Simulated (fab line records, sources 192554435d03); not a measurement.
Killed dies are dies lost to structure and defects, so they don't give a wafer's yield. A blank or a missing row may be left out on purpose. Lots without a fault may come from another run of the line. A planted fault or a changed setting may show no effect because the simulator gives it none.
Chamber matching | flow n5_finfet | N5_FIN_SAQP_STRIP_55 on rie_diel-03: 4 sister chambers
The step strips in N2/H2. 18 wafers are shown with their chamber, then 9 later ones without.

WAFERS WITH THEIR CHAMBER
wafer  | chamber | showerhead_plenum_p_Torr (Torr) | drypump_motor_current_A (A) | throttle_valve_pct (%)
L075.1 | 0       | 3.57                            | 5.58                        | 19.3
L075.5 | 2       | 3.09                            | 5.59                        | 18.6
L075.6 | 3       | 3.31                            | 5.78                        | 18.9
L079.2 | 3       | 3.31                            | 5.79                        | 18.9
L079.4 | 2       | 3.08                            | 5.58                        | 18.5
L079.5 | 0       | 3.56                            | 5.55                        | 19.3
L081.2 | 3       | 3.30                            | 5.78                        | 18.9
L081.4 | 2       | 3.08                            | 5.60                        | 18.6
L081.5 | 2       | 3.08                            | 5.59                        | 18.6
L086.2 | 0       | 3.55                            | 5.55                        | 19.3
L086.3 | 1       | 3.23                            | 5.71                        | 18.9
L086.6 | 3       | 3.30                            | 5.80                        | 18.5
L089.1 | 1       | 3.22                            | 5.70                        | 19.0
L089.2 | 0       | 3.54                            | 5.59                        | 19.3
L089.3 | 2       | 3.07                            | 5.59                        | 18.6
L090.1 | 3       | 3.29                            | 5.79                        | 18.5
L090.2 | 0       | 3.54                            | 5.61                        | 19.3
L090.5 | 2       | 3.07                            | 5.60                        | 18.6

SIGNATURES (means of the wafers above)
reading                  | chamber 0 | chamber 1 | chamber 2 | chamber 3 | scatter within a chamber
showerhead_plenum_p_Torr | 3.5520    | 3.2250    | 3.0783    | 3.3020    | 0.00961
drypump_motor_current_A  | 5.5760    | 5.7050    | 5.5917    | 5.7880    | 0.0154
throttle_valve_pct       | 19.300    | 18.950    | 18.583    | 18.740    | 0.121
Rule: a wafer's distance from a chamber is the root of the sum, over the readings, of the square of ((its reading less the chamber's mean) divided by the reading's scatter). The wafer belongs to the nearest chamber; if the next one is less than 2 further off, it can't be placed. The scatter: the root of (the sum of the squares of (reading less its chamber's mean) over the shown wafers, divided by (wafers less chambers)).

WAFERS WITHOUT THEIR CHAMBER
wafer  | showerhead_plenum_p_Torr (Torr) | drypump_motor_current_A (A) | throttle_valve_pct (%)
L091.2 | 3.29                            | 5.78                        | 18.5
L091.4 | 3.22                            | 5.70                        | 19.0
L091.6 | 3.29                            | 5.78                        | 18.5
L095.2 | 3.54                            | 5.56                        | 19.3
L095.4 | 3.29                            | 5.81                        | 18.5
L095.5 | 3.29                            | 5.78                        | 18.5
L096.1 | 3.54                            | 5.59                        | 19.3
L096.4 | 3.29                            | 5.79                        | 18.6
L096.5 | 3.06                            | 5.58                        | 18.6

WHICH CHAMBER EACH WENT THROUGH
wafer  | from the rows above | in truth
L091.2 | 3                   | 3
L091.4 | 1                   | 1
L091.6 | 3                   | 3
L095.2 | 0                   | 0
L095.4 | 3                   | 3
L095.5 | 3                   | 3
L096.1 | 0                   | 0
L096.4 | 3                   | 3
L096.5 | 2                   | 2
Placed correctly: 9 of 9. Can't be placed from these rows: 0. Placed wrongly: 0.
